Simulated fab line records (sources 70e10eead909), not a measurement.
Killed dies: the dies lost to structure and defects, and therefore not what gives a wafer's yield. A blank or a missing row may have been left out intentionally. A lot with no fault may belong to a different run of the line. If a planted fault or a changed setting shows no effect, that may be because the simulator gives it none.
Which tool is to blame? | flow nand harc | 13 lots with 39 wafers sampled at 5 steps, on a route of 1159 steps

== WHAT THE GAUGES READ, wafer by wafer ==
NHARC_P_START_INSPECT_01. Usual: 3.5 for raw defect count, sd 1.9.
lot  | measured    | on                | raw defect count | flag
L872 | day 1 12:02 | defect inspect-02 | 3 6 4            |
L873 | day 1 18:02 | defect inspect-01 | 2 3 2            |
L874 | day 2 00:02 | defect inspect-01 | 4 3 1            |
L875 | day 2 06:02 | defect inspect-02 | 4 3 4            |
L876 | day 2 12:02 | defect inspect-02 | 2 4 4            |
L877 | day 2 18:02 | defect inspect-02 | 2 1 6            |
L879 | day 3 06:02 | defect inspect-01 | 2 5 3            |
L887 | day 5 06:02 | defect inspect-01 | 7 5 2            |
L888 | day 5 12:02 | defect inspect-02 | 3 5 1            |
L890 | day 6 00:02 | defect inspect-02 | 5 4 5            |
L892 | day 6 12:02 | defect inspect-02 | 3 3 5            |
L894 | day 7 00:02 | defect inspect-01 | 1 8 3            |
L895 | day 7 06:02 | defect inspect-02 | 2 2 4            |

NHARC_END_SORT_01. Usual: killed at array 28, standard deviation 11; killed at other 0.5, standard deviation 0.85; killed at periphery 2.7, standard deviation 1.9; killed dies 32, standard deviation 12; killed open 3.3, standard deviation 1.6; killed short 2.1, standard deviation 1.5.
lot  | measured     | on        | killed at array | killed at other | killed at periphery | killed dies | killed open | killed short | flag
L888 | day 23 20:22 | prober-02 | 26 27 27        | 0 0 0           | 1 0 2               | 27 27 29    | 2 4 3       | 1 1 0        |
L890 | day 24 11:56 | prober-02 | 12 24 16        | 0 0 0           | 1 0 4               | 13 24 20    | 1 4 2       | 2 4 3        |

== WHAT TOOL EACH LOT RAN ON (gives the tool, then ch and the chambers of the sampled wafers, and finally the start) ==
lot  | NHARC_P_ZERO_WELL_DESCUM_54       | NHARC_P_STI_EXPOSE_06            | NHARC_P_STI_ETCH_31
L872 | rie diel-08 ch 2,3, day 1 18:01   | krf scanner-01 ch 0, day 2 12:38 | rie diel-10 ch 0,1,3, no start
L873 | rie diel-01 ch 0,3, day 2 00:07   | krf scanner-03 ch 0, day 2 17:02 | rie diel-07 ch 1,2,3, no start
L874 | rie diel-01 ch 1,3, day 2 05:50   | krf scanner-01 ch 0, day 2 23:43 | rie diel-07 ch 2,3, no start
L875 | rie diel-01 ch 0,2,3, day 2 11:51 | krf scanner-02 ch 0, day 3 14:13 | rie diel-13 ch 0,2,3, no start
L876 | rie diel-12 ch 0,2,3, day 2 17:55 | krf scanner-01 ch 0, day 3 14:04 | rie diel-10 ch 0,1,3, no start
L877 | rie diel-12 ch 1,2, day 3 02:51   | krf scanner-03 ch 0, day 3 22:46 | rie diel-10 ch 1,2,3, no start
L879 | rie diel-12 ch 1,3, day 3 11:43   | krf scanner-02 ch 0, day 4 05:24 | rie diel-10 ch 1,2,3, no start
L887 | rie diel-08 ch 0,1,2, day 5 11:58 | krf scanner-02 ch 0, day 6 04:42 | rie diel-07 ch 1,2,3, no start
L888 | rie diel-08 ch 0,1,3, day 5 18:00 | krf scanner-02 ch 0, day 6 12:05 | rie diel-07 ch 0,1,3, day 23 20:22 or earlier
L890 | rie diel-01 ch 0,1,3, day 6 05:49 | krf scanner-03 ch 0, day 7 00:02 | rie diel-13 ch 0,1,2, day 24 11:56 or earlier
L892 | rie diel-12 ch 0,1,2, day 6 18:06 | krf scanner-02 ch 0, day 7 13:57 | rie diel-07 ch 0,2,3, no start
L894 | rie diel-01 ch 0,2,3, day 7 05:58 | krf scanner-01 ch 0, day 7 22:56 | rie diel-07 ch 2,3, no start
L895 | rie diel-01 ch 0,1,2, day 7 12:02 | krf scanner-02 ch 0, day 8 04:53 | rie diel-07 ch 0,2,3, no start
- NHARC_P_ZERO_WELL_DESCUM_54: chemistry O2, time 3 s.
- NHARC_P_STI_EXPOSE_06: exposes mask P STI, target cd 200 nm.
- NHARC_P_STI_ETCH_31: etches the open film in CF4/CHF3, target depth 108.9 nm, time 54.5 s.

== WHAT THE TOOLS THEMSELVES READ (means of the sampled wafers that have a number; where no wafer has one, the mark that the record gives instead) ==
NHARC_P_ZERO_WELL_DESCUM_54. Usual: drypump motor current A 5.8 A, standard deviation 0.48; oes product au 1.005 a.u., standard deviation 0.011; rf vpp V 57.8 V, standard deviation 0.97; showerhead plenum p Torr 1.91 Torr, standard deviation 0.1; throttle valve pct 11.312 %, standard deviation 0.011.
lot  | tool        | drypump motor current A (A) | oes product au (a.u.) | rf vpp V (V) | showerhead plenum p Torr (Torr) | throttle valve pct (%) | flag
L872 | rie diel-08 | 5.6                         | 0.996                 | 57.5         | 1.90                            | 11.306                 |
L873 | rie diel-01 | 5.9                         | 0.994                 | 57.4         | 1.82                            | 11.304                 |
L874 | rie diel-01 | 5.5                         | 1.014                 | 58.4         | 1.93                            | 11.313                 |
L875 | rie diel-01 | 6.0                         | 1.009                 | 57.7         | 1.83                            | 11.305                 |
L876 | rie diel-12 | 5.8                         | 0.993                 | 58.1         | 1.99                            | 11.315                 |
L877 | rie diel-12 | 6.0                         | 0.997                 | 58.2         | 2.06                            | 11.307                 |
L879 | rie diel-12 | 5.8                         | 1.009                 | 57.6         | 1.98                            | 11.318                 |
L887 | rie diel-08 | 5.9                         | 0.997                 | 57.6         | 1.85                            | 11.309                 |
L888 | rie diel-08 | 6.0                         | 1.011                 | 57.8         | 1.87                            | 11.298                 |
L890 | rie diel-01 | 5.6                         | 1.000                 | 58.0         | 1.90                            | 11.322                 |
L892 | rie diel-12 | 6.2                         | 1.001                 | 59.1         | 2.06                            | 11.322                 |
L894 | rie diel-01 | 5.9                         | 1.016                 | 57.9         | 1.83                            | 11.317                 |
L895 | rie diel-01 | 5.6                         | 1.018                 | 57.5         | 1.89                            | 11.306                 |

NHARC_P_STI_ETCH_31. Usual: drypump motor current A 5.6 A, standard deviation 0.38; oes product au 0.966 a.u., standard deviation 0.018; rf vpp V 370.5 V, standard deviation 2.2; showerhead plenum p Torr 1.57 Torr, standard deviation 0.059; throttle valve pct 16.803 %, standard deviation 0.0092.
lot  | tool        | drypump motor current A (A) | oes product au (a.u.) | rf vpp V (V) | showerhead plenum p Torr (Torr) | throttle valve pct (%) | flag
L872 | rie diel-10 | 5.5                         | 0.975                 | 369.7        | 1.53                            | 16.806                 |
L873 | rie diel-07 | 5.6                         | 0.982                 | 369.8        | 1.56                            | 16.815                 |
L874 | rie diel-07 | 5.9                         | 0.974                 | 371.5        | 1.57                            | 16.801                 |
L875 | rie diel-13 | 5.7                         | 0.973                 | 371.6        | 1.58                            | 16.795                 |
L876 | rie diel-10 | 5.6                         | 0.960                 | 369.5        | 1.53                            | 16.806                 |
L877 | rie diel-10 | 5.6                         | 0.975                 | 371.8        | 1.60                            | 16.807                 |
L879 | rie diel-10 | 5.6                         | 0.974                 | 372.2        | 1.59                            | 16.807                 |
L887 | rie diel-07 | 5.6                         | 0.962                 | 369.3        | 1.56                            | 16.797                 |
L888 | rie diel-07 | 5.6                         | 0.976                 | 369.5        | 1.56                            | 16.797                 |
L890 | rie diel-13 | 5.5                         | 0.978                 | 370.2        | 1.55                            | 16.807                 |
L892 | rie diel-07 | 5.9                         | 0.927                 | 369.7        | 1.56                            | 16.804                 |
L894 | rie diel-07 | 5.9                         | 0.958                 | 369.6        | 1.57                            | 16.797                 |
L895 | rie diel-07 | 5.8                         | 0.974                 | 370.9        | 1.56                            | 16.812                 |

== THE ANSWER, worked out from the rows above alone ==
Rule: lot off if the mean of its wafers having a number is beyond 3 standard deviations from the usual mean. Also off: a lot with no number at a reading for which 4 or more lots have one. Any other lot the step has rows for is counted as sound. First the gauges in route order, then the tools' own readings, where a lot's mean is used as printed above. The first step at which some lot is off is used, and at that step the reading that is off furthest; a lot without a number counts as furthest.
None of the lots is off at any reading shown; this tells nothing.

== WHAT THE SIMULATOR HAD PUT IN ==
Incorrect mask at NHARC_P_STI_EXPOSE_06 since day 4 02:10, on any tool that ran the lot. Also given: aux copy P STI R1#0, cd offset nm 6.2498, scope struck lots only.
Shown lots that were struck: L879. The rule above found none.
